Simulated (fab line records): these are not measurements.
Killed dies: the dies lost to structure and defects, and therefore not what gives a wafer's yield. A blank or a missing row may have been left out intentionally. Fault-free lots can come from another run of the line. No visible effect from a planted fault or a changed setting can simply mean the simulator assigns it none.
Comparing a struck lot with a sound one :: flow n5-finfet :: 26 out of 1938 route steps
Sound: these wafers, L473.1, L473.2, L473.3. The struck wafers were L457.1, L457.3, L457.6. Last of all comes the cause.
For every step that has rows: the tool of each side, followed by ch and its chambers, followed by its first start. Under that, the readings that differ: sound wafers :: struck wafers :: difference of the means :: sigmas: that difference in standard deviations of wafers without a fault.
alike: readings with means less than 2 such deviations apart, plus words and numbers identical on both sides. not compared: withheld readings, readings lacking a value on some wafer, bounds such as >300 that could conceal the same value, and numbers that have no deviation in the record and whose values overlap.
A row with sigmas, a row that says differs or no value, or rows on one side alone: a step with any of these is where the two part. Numbers that don't overlap but have no deviation are shown without sigmas and don't part them. A reading that every wafer of one side lacks parts them only if that side has two wafers or more.

first, 10 steps without rows for these wafers: N5_DUMMY_GATE_STRIP_48 (strips in N2/H2, time 20 s); N5_DUMMY_GATE_PRECLEAN_33 (cleans in dHF, time 10 s); N5_DUMMY_GATE_PRECLEAN_25 (cleans in O3/DIW, time 45 s); N5_DUMMY_GATE_PRECLEAN_51 (cleans in SC2, time 45 s); N5_DUMMY_GATE_SRD_26 (time 30 s); N5_DUMMY_GATE_UV_OZONE_45 (time 120 s); N5_SPACER0_ALD_07 (deposits SiNx, target thk 2 nm); N5_SPACER0_ALD_00 (deposits SiOCN, target thk 3.5 nm, pulse time 3 s, purge time 2 s); N5_SPACER0_ALD_08 (deposits SiNx, target thk 2 nm); N5_SD_EPI_N_COAT_32 (time 60 s, resist thk 350 nm).
N5_SD_EPI_N_COAT_33: time 60 s, resist thk 35 nm.
  sound on litho-track-01 ch 0, day 8 19:02; struck on litho-track-01 ch 0, day 4 12:44
reading: spin-speed-rpm (rpm)
sound: 1498.7 1499.2 1500.4
struck: 1592.5 1592.6 1593.5
difference: +93.4
sigmas: +85

reading: model.SiARC_of_SD_EPI_N_COAT_33.thk-nm (nm)
sound: 35 35.2 35
struck: 34 34 34
difference: -1
sigmas: 
  alike: dispense-pressure-kPa
then, 7 steps without rows for these wafers: N5_SD_EPI_N_COAT_03 (resist thk 150 nm); N5_SD_EPI_N_EBR_05; N5_SD_EPI_N_SOFTBAKE_04 (time 60 s); N5_SD_EPI_N_EXPOSE_06 (exposes mask SD N BLK, target cd 120 nm); N5_SD_EPI_N_PEB_07 (peb time 60 s); N5_SD_EPI_N_DEVELOP_08 (develop time 30 s); N5_SD_EPI_N_DESCUM_14 (chemistry O2, time 7.9 s).
N5_SD_EPI_N_ETCH_34: etches SiARC in CF4, target depth 45.5 nm, time 75.8 s.
  sound on rie-diel-06 ch 0,1,2, day 8 19:32; struck on rie-diel-01 ch 0,1,3, day 4 13:06
reading: etch-rf-on-time-s (s)
sound: 74.9 75.6 77.6
struck: 71.7 73.8 70.3
difference: -4.1
sigmas: -3

reading: model.etch.depth-nm (nm)
sound: 34.92 35.16 35.09
struck: 33.99 34.08 33.99
difference: -1.04
sigmas: 
  alike: drypump-motor-current-A, oes-product-au, rf-fwd-power-W, rf-vpp-V, showerhead-plenum-p-Torr, throttle-valve-pct
  not compared: rf-hours-counter-h, model.CAR-ArF-block_of_SD_EPI_N_COAT_03.thk-nm
then, 4 steps without rows for these wafers: N5_SD_EPI_N_ETCH_35 (etches SOC in N2/H2, overetch 108 nm, time 486 s); N5_SD_EPI_N_STRIP_36 (strips in N2/H2); N5_SD_EPI_N_ETCHBACK_44 (etches SiNx in CH3F/O2, stops on SiO2, target depth 14.5 nm); N5_SD_EPI_N_ETCH_45 (etches SiOCN in CH3F/O2, target depth 6 nm).
N5_SD_EPI_N_ETCH_16: etches SiO2 in CHF3/O2, target depth 5 nm.
  sound on rie-diel-06 ch 0,1,2, day 8 20:07; struck on rie-diel-01 ch 0,1,3, day 4 13:41
reading: model.SiARC_of_SD_EPI_N_COAT_33.thk-nm (nm)
sound: 12 12.6 13.2
struck: 11 11.4 10.6
difference: -2
sigmas: 
  alike: drypump-motor-current-A, oes-product-au, rf-fwd-power-W, rf-vpp-V, showerhead-plenum-p-Torr, throttle-valve-pct
  not compared: rf-hours-counter-h
then, 1 step without rows for these wafers: N5_SD_EPI_N_STRIP_47 (strips in CHF3/O2).
-- here the record skips 10 days between the struck wafers' starts before and after, leaving off in module SD_EPI_N and picking up in module PASSIVATION (first step shown: number 1936 of the route) --
N5_PASSIVATION_PROBE_49:
  only the struck wafers here have rows in the record (prober-01, day 14 19:43); the sound ones have none

== WHERE THEY PART ==
At N5_SD_EPI_N_COAT_33 first; at N5_PASSIVATION_PROBE_49 last (within this record only).

WHY: whatever the simulator had introduced
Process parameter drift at N5_SD_EPI_N_COAT_33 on litho-track-01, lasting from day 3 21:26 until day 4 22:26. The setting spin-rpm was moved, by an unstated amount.
